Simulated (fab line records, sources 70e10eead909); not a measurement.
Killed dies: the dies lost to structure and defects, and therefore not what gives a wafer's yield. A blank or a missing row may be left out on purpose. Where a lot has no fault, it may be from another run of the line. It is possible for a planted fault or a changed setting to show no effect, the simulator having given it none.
Which of the tools did it? :: flow nand-harc :: 13 lots, 39 wafers sampled, at 5 steps of a route of 1159

== WHAT THE GAUGES READ, wafer by wafer ==
NHARC_A_BONDPAD_CD_MEAS_09 targets a cd of 500 nm. Usual: cd-nm at 501.1 nm, with a standard deviation of 1.6.
lot: L719
measured: day 18 02:08
on: cd-sem-01
cd-nm (nm): 501.2 502.9 500.3
flag: 

lot: L720
measured: day 18 03:10
on: cd-sem-03
cd-nm (nm): 497.2 500.1 498.8
flag: 

lot: L721
measured: day 18 11:02
on: cd-sem-03
cd-nm (nm): 502.8 502.3 498.4
flag: 

lot: L722
measured: day 18 11:16
on: cd-sem-03
cd-nm (nm): 499.9 502.3 501.0
flag: 

lot: L723
measured: day 18 11:29
on: cd-sem-02
cd-nm (nm): 500.5 498.6 498.6
flag: 

lot: L725
measured: day 19 03:50
on: cd-sem-01
cd-nm (nm): 499.6 502.5 505.1
flag: 

lot: L726
measured: day 19 16:30
on: cd-sem-02
cd-nm (nm): 501.1 497.5 500.5
flag: 

lot: L727
measured: day 19 18:40
on: cd-sem-02
cd-nm (nm): 499.6 501.9 499.7
flag: 

lot: L728
measured: day 20 13:50
on: cd-sem-03
cd-nm (nm): 498.7 502.2 501.1
flag: 

lot: L729
measured: day 20 07:53
on: cd-sem-02
cd-nm (nm): 502.9 501.1 501.8
flag: 

lot: L735
measured: day 21 15:44
on: cd-sem-02
cd-nm (nm): 498.4 499.3 501.9
flag: 

lot: L736
measured: day 22 07:13
on: cd-sem-03
cd-nm (nm): 502.0 501.5 499.2
flag: 

lot: L742
measured: day 24 17:29
on: cd-sem-03
cd-nm (nm): 498.9 500.6 502.3
flag: 

NHARC_END_SORT_01. Usual: killed-at-array 26, standard deviation 9; killed-at-other 0.8, standard deviation 1.2; killed-at-periphery 3.2, standard deviation 2.3; killed-dies 30, standard deviation 9.1; killed-open 3.5, standard deviation 2; killed-short 1.8, standard deviation 1.4.
lot: L735
measured: day 23 02:52
on: prober-01
killed-at-array: 15 14 15
killed-at-other: 0 3 2
killed-at-periphery: 402 421 382
killed-dies: 417 438 399
killed-open: 1 1 3
killed-short: 1 3 1
flag: OFF

lot: L736
measured: day 23 14:46
on: prober-01
killed-at-array: 20 25 19
killed-at-other: 0 0 1
killed-at-periphery: 386 399 386
killed-dies: 406 424 406
killed-open: 2 2 4
killed-short: 1 1 0
flag: OFF

== TOOL THAT RAN EACH LOT (tool first, then ch and the chambers of the sampled wafers, then the start) ==
lot: L719
NHARC_P_STI_OXIDE_33: furnace-06 ch 0, day 2 21:16
NHARC_A_M1_ETCH_28: rie-diel-10 ch 0,1, day 18 02:08 or earlier
NHARC_THIN_TSV_PVD_19: pvd-sputter-01, no start

lot: L720
NHARC_P_STI_OXIDE_33: furnace-06 ch 0, day 2 21:16
NHARC_A_M1_ETCH_28: rie-diel-03 ch 0,1, day 18 03:10 or earlier
NHARC_THIN_TSV_PVD_19: pvd-sputter-03, no start

lot: L721
NHARC_P_STI_OXIDE_33: furnace-08 ch 0, day 3 10:52
NHARC_A_M1_ETCH_28: rie-diel-10 ch 2,3, day 18 11:02 or earlier
NHARC_THIN_TSV_PVD_19: pvd-sputter-02, no start

lot: L722
NHARC_P_STI_OXIDE_33: furnace-08 ch 0, day 3 10:52
NHARC_A_M1_ETCH_28: rie-diel-11 ch 0,3, day 18 11:16 or earlier
NHARC_THIN_TSV_PVD_19: pvd-sputter-03, no start

lot: L723
NHARC_P_STI_OXIDE_33: furnace-08 ch 0, day 3 16:50
NHARC_A_M1_ETCH_28: rie-diel-03 ch 1,2,3, day 18 11:29 or earlier
NHARC_THIN_TSV_PVD_19: pvd-sputter-03, no start

lot: L725
NHARC_P_STI_OXIDE_33: furnace-06 ch 0, day 4 00:08
NHARC_A_M1_ETCH_28: rie-diel-10 ch 0,2,3, day 19 03:50 or earlier
NHARC_THIN_TSV_PVD_19: pvd-sputter-03, no start

lot: L726
NHARC_P_STI_OXIDE_33: furnace-08 ch 0, day 4 10:02
NHARC_A_M1_ETCH_28: rie-diel-03 ch 1,2,3, day 19 16:30 or earlier
NHARC_THIN_TSV_PVD_19: pvd-sputter-02, no start

lot: L727
NHARC_P_STI_OXIDE_33: furnace-01 ch 0, day 4 17:48
NHARC_A_M1_ETCH_28: rie-diel-10 ch 0,1,3, day 19 18:40 or earlier
NHARC_THIN_TSV_PVD_19: pvd-sputter-01, no start

lot: L728
NHARC_P_STI_OXIDE_33: furnace-01 ch 0, day 4 23:11
NHARC_A_M1_ETCH_28: rie-diel-03 ch 0,2,3, day 20 13:50 or earlier
NHARC_THIN_TSV_PVD_19: pvd-sputter-02, no start

lot: L729
NHARC_P_STI_OXIDE_33: furnace-08 ch 0, day 5 09:44
NHARC_A_M1_ETCH_28: rie-diel-03 ch 0,2,3, day 20 07:53 or earlier
NHARC_THIN_TSV_PVD_19: pvd-sputter-01, no start

lot: L735
NHARC_P_STI_OXIDE_33: furnace-08 ch 0, day 6 18:10
NHARC_A_M1_ETCH_28: rie-diel-11 ch 0,1, day 21 15:44 or earlier
NHARC_THIN_TSV_PVD_19: pvd-sputter-03, day 23 02:52 or earlier

lot: L736
NHARC_P_STI_OXIDE_33: furnace-08 ch 0, day 6 18:10
NHARC_A_M1_ETCH_28: rie-diel-11 ch 1,2, day 22 07:13 or earlier
NHARC_THIN_TSV_PVD_19: pvd-sputter-01, day 23 14:46 or earlier

lot: L742
NHARC_P_STI_OXIDE_33: furnace-01 ch 0, day 8 12:04
NHARC_A_M1_ETCH_28: rie-diel-03 ch 0,1,3, day 24 17:29 or earlier
NHARC_THIN_TSV_PVD_19: pvd-sputter-03, no start
- NHARC_P_STI_OXIDE_33: material SiO2, target thk 10 nm, ox time 281 s.
- NHARC_A_M1_ETCH_28: etches the open film in CF4/N2, target depth 30 nm, time 72.99 s.
- NHARC_THIN_TSV_PVD_19: deposits TaN, target thk 20 nm.

== AS READ BY THE TOOLS THEMSELVES (means over the sampled wafers that have a number; for cases with no such wafer, the mark the record gives instead) ==
NHARC_P_STI_OXIDE_33. Usual: zone-power-top-pct at 38.7 %, with a standard deviation of 1.9.
lot: L719
tool: furnace-06
zone-power-top-pct (%): 36.1
flag: 

lot: L720
tool: furnace-06
zone-power-top-pct (%): 36.3
flag: 

lot: L721
tool: furnace-08
zone-power-top-pct (%): 39.1
flag: 

lot: L722
tool: furnace-08
zone-power-top-pct (%): 39.1
flag: 

lot: L723
tool: furnace-08
zone-power-top-pct (%): 38.8
flag: 

lot: L725
tool: furnace-06
zone-power-top-pct (%): 36.5
flag: 

lot: L726
tool: furnace-08
zone-power-top-pct (%): 39.2
flag: 

lot: L727
tool: furnace-01
zone-power-top-pct (%): 42.7
flag: 

lot: L728
tool: furnace-01
zone-power-top-pct (%): 43.1
flag: 

lot: L729
tool: furnace-08
zone-power-top-pct (%): 39.0
flag: 

lot: L735
tool: furnace-08
zone-power-top-pct (%): 39.2
flag: 

lot: L736
tool: furnace-08
zone-power-top-pct (%): 38.8
flag: 

lot: L742
tool: furnace-01
zone-power-top-pct (%): 42.5
flag: 

NHARC_A_M1_ETCH_28. Usual: drypump-motor-current-A 5.54 A, standard deviation 0.28; oes-product-au 0.998 a.u., standard deviation 0.0093; rf-vpp-V 315.2 V, standard deviation 1.8; showerhead-plenum-p-Torr 2.69 Torr, standard deviation 0.091; throttle-valve-pct 19.795 %, standard deviation 0.0085.
lot: L719
tool: rie-diel-10
drypump-motor-current-A (A): 5.61
oes-product-au (a.u.): 1.004
rf-vpp-V (V): 314.7
showerhead-plenum-p-Torr (Torr): 2.65
throttle-valve-pct (%): 19.798
flag: 

lot: L720
tool: rie-diel-03
drypump-motor-current-A (A): 5.91
oes-product-au (a.u.): 0.999
rf-vpp-V (V): 315.2
showerhead-plenum-p-Torr (Torr): 2.70
throttle-valve-pct (%): 19.798
flag: 

lot: L721
tool: rie-diel-10
drypump-motor-current-A (A): 5.33
oes-product-au (a.u.): 0.993
rf-vpp-V (V): 316.7
showerhead-plenum-p-Torr (Torr): 2.79
throttle-valve-pct (%): 19.792
flag: 

lot: L722
tool: rie-diel-11
drypump-motor-current-A (A): 5.43
oes-product-au (a.u.): 0.981
rf-vpp-V (V): 313.7
showerhead-plenum-p-Torr (Torr): 2.63
throttle-valve-pct (%): 19.795
flag: 

lot: L723
tool: rie-diel-03
drypump-motor-current-A (A): 5.59
oes-product-au (a.u.): 1.005
rf-vpp-V (V): 316.3
showerhead-plenum-p-Torr (Torr): 2.75
throttle-valve-pct (%): 19.801
flag: 

lot: L725
tool: rie-diel-10
drypump-motor-current-A (A): 5.52
oes-product-au (a.u.): 0.999
rf-vpp-V (V): 315.6
showerhead-plenum-p-Torr (Torr): 2.70
throttle-valve-pct (%): 19.798
flag: 

lot: L726
tool: rie-diel-03
drypump-motor-current-A (A): 5.59
oes-product-au (a.u.): 0.992
rf-vpp-V (V): 316.7
showerhead-plenum-p-Torr (Torr): 2.75
throttle-valve-pct (%): 19.801
flag: 

lot: L727
tool: rie-diel-10
drypump-motor-current-A (A): 5.55
oes-product-au (a.u.): 1.004
rf-vpp-V (V): 315.2
showerhead-plenum-p-Torr (Torr): 2.67
throttle-valve-pct (%): 19.803
flag: 

lot: L728
tool: rie-diel-03
drypump-motor-current-A (A): 5.59
oes-product-au (a.u.): 0.989
rf-vpp-V (V): 315.6
showerhead-plenum-p-Torr (Torr): 2.67
throttle-valve-pct (%): 19.796
flag: 

lot: L729
tool: rie-diel-03
drypump-motor-current-A (A): 5.59
oes-product-au (a.u.): 0.998
rf-vpp-V (V): 314.6
showerhead-plenum-p-Torr (Torr): 2.67
throttle-valve-pct (%): 19.793
flag: 

lot: L735
tool: rie-diel-11
drypump-motor-current-A (A): 5.63
oes-product-au (a.u.): 1.000
rf-vpp-V (V): 312.9
showerhead-plenum-p-Torr (Torr): 2.58
throttle-valve-pct (%): 19.799
flag: 

lot: L736
tool: rie-diel-11
drypump-motor-current-A (A): 5.43
oes-product-au (a.u.): 1.017
rf-vpp-V (V): 315.8
showerhead-plenum-p-Torr (Torr): 2.70
throttle-valve-pct (%): 19.799
flag: 

lot: L742
tool: rie-diel-03
drypump-motor-current-A (A): 5.77
oes-product-au (a.u.): 1.006
rf-vpp-V (V): 315.7
showerhead-plenum-p-Torr (Torr): 2.69
throttle-valve-pct (%): 19.788
flag: 

NHARC_THIN_TSV_PVD_19. Usual: throttle-valve-pct at 30.1 %, with a standard deviation of 0.97.
lot: L719
tool: pvd-sputter-01
throttle-valve-pct (%): 27.9
flag: 

lot: L720
tool: pvd-sputter-03
throttle-valve-pct (%): 30.6
flag: 

lot: L721
tool: pvd-sputter-02
throttle-valve-pct (%): 30.2
flag: 

lot: L722
tool: pvd-sputter-03
throttle-valve-pct (%): 30.4
flag: 

lot: L723
tool: pvd-sputter-03
throttle-valve-pct (%): 30.9
flag: 

lot: L725
tool: pvd-sputter-03
throttle-valve-pct (%): 30.8
flag: 

lot: L726
tool: pvd-sputter-02
throttle-valve-pct (%): 30.2
flag: 

lot: L727
tool: pvd-sputter-01
throttle-valve-pct (%): 30.5
flag: 

lot: L728
tool: pvd-sputter-02
throttle-valve-pct (%): 30.2
flag: 

lot: L729
tool: pvd-sputter-01
throttle-valve-pct (%): 28.5
flag: 

lot: L735
tool: pvd-sputter-03
throttle-valve-pct (%): 30.9
flag: 

lot: L736
tool: pvd-sputter-01
throttle-valve-pct (%): 29.1
flag: 

lot: L742
tool: pvd-sputter-03
throttle-valve-pct (%): 31.0
flag: 

== THE ANSWER, worked out from the rows above alone ==
Rule: lot off if the mean of its wafers having a number is beyond 3 standard deviations from the usual mean. A lot without any number at a reading at which 4 lots or more have one is off too. The other lots that the step has rows for count as sound. First the gauges in route order, then the tools' own readings, where a lot's mean is used as printed above. At the first step where some lot is off, the reading lying furthest off is the one used; lots without a number count as furthest.
Off, at NHARC_END_SORT_01 on killed-at-periphery: L735, L736. Neither off nor sound, because the step has no rows for them: L719, L720, L721, L722, L723, L725, L726, L727, L728, L729, L742.
A tool fits if, at a process step before that reading, it ran every lot that is off, and no sound lot after the first of them. Gauges at NHARC_END_SORT_01: tried the same way as those tools. NHARC_A_M1_ETCH_28: start missing for some lots; hours and lot order therefore follow NHARC_A_BONDPAD_CD_MEAS_09. NHARC_THIN_TSV_PVD_19: start missing for some lots; hours and lot order therefore follow NHARC_END_SORT_01. Can't be told from this: 3 tools fit, furnace-08 at NHARC_P_STI_OXIDE_33, rie-diel-11 at NHARC_A_M1_ETCH_28, prober-01 at NHARC_END_SORT_01.

== WHAT THE SIMULATOR PUT IN ==
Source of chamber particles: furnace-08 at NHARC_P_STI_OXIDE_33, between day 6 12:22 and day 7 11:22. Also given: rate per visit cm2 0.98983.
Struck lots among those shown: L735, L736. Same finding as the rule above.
